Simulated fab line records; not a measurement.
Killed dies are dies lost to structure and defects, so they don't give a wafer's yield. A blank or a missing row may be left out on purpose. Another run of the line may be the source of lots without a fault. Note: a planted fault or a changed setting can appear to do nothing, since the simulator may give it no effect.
Matching of chambers ; flow n5Finfet ; N5_BEOL_M14_ETCH_67 on rieDiel-02 has 4 sister chambers
The step etches SiARC in CF4, target depth 143 nm, time 238.3 s. 16 wafers are shown with their chamber, then 8 later ones without.

## WAFERS, EACH WITH ITS CHAMBER
wafer;chamber;drypumpMotorCurrentA (A);etchRfOnTimeS (s);rfFwdPowerW (W)
L074.3;2;5.6;241;543.1
L074.5;1;5.9;249;543.7
L074.6;0;6.1;236;545.0
L077.2;1;6.0;254;544.7
L077.3;3;6.5;253;541.8
L077.4;0;6.1;241;544.6
L080.1;2;5.6;241;543.4
L080.2;1;5.9;251;545.6
L080.3;3;6.6;256;540.0
L083.1;1;5.9;256;542.9
L083.3;2;5.6;241;544.8
L083.6;0;6.1;232;543.9
L084.1;1;5.9;255;543.2
L084.2;2;5.6;240;541.3
L084.5;2;5.6;241;542.7
L088.1;3;6.5;249;542.4

SIGNATURES (means of the wafers above)
reading;chamber 0;chamber 1;chamber 2;chamber 3;scatter within a chamber
drypumpMotorCurrentA;6.100;5.920;5.600;6.533;0.035
etchRfOnTimeS;236.33;253.00;240.80;252.67;2.89
rfFwdPowerW;544.500;544.020;543.060;541.400;1.12
Rule: a wafer's distance from a chamber is the root of the sum, over the readings, of the square of ((its reading less the chamber's mean) divided by the reading's scatter). The wafer belongs to the nearest chamber; if the next one is less than 2 further off, it can't be placed. The scatter: the root of (the sum of the squares of (reading less its chamber's mean) over the shown wafers, divided by (wafers less chambers)).

## WAFERS MISSING THEIR CHAMBER
wafer;drypumpMotorCurrentA (A);etchRfOnTimeS (s);rfFwdPowerW (W)
L088.2;5.9;257;545.5
L088.3;5.6;244;544.9
L089.1;5.9;256;540.0
L089.3;6.1;227;542.9
L089.4;6.6;247;544.4
L090.2;6.5;249;541.1
L090.3;5.6;249;544.3
L090.5;5.6;246;540.6

## CHAMBER TAKEN BY EACH
wafer;from the rows above;in truth
L088.2;1;1
L088.3;2;2
L089.1;1;1
L089.3;0;0
L089.4;3;3
L090.2;3;3
L090.3;2;2
L090.5;2;2
Correct placement for 8 of the 8. From these rows, 0 cannot be placed. 0 placed wrongly.
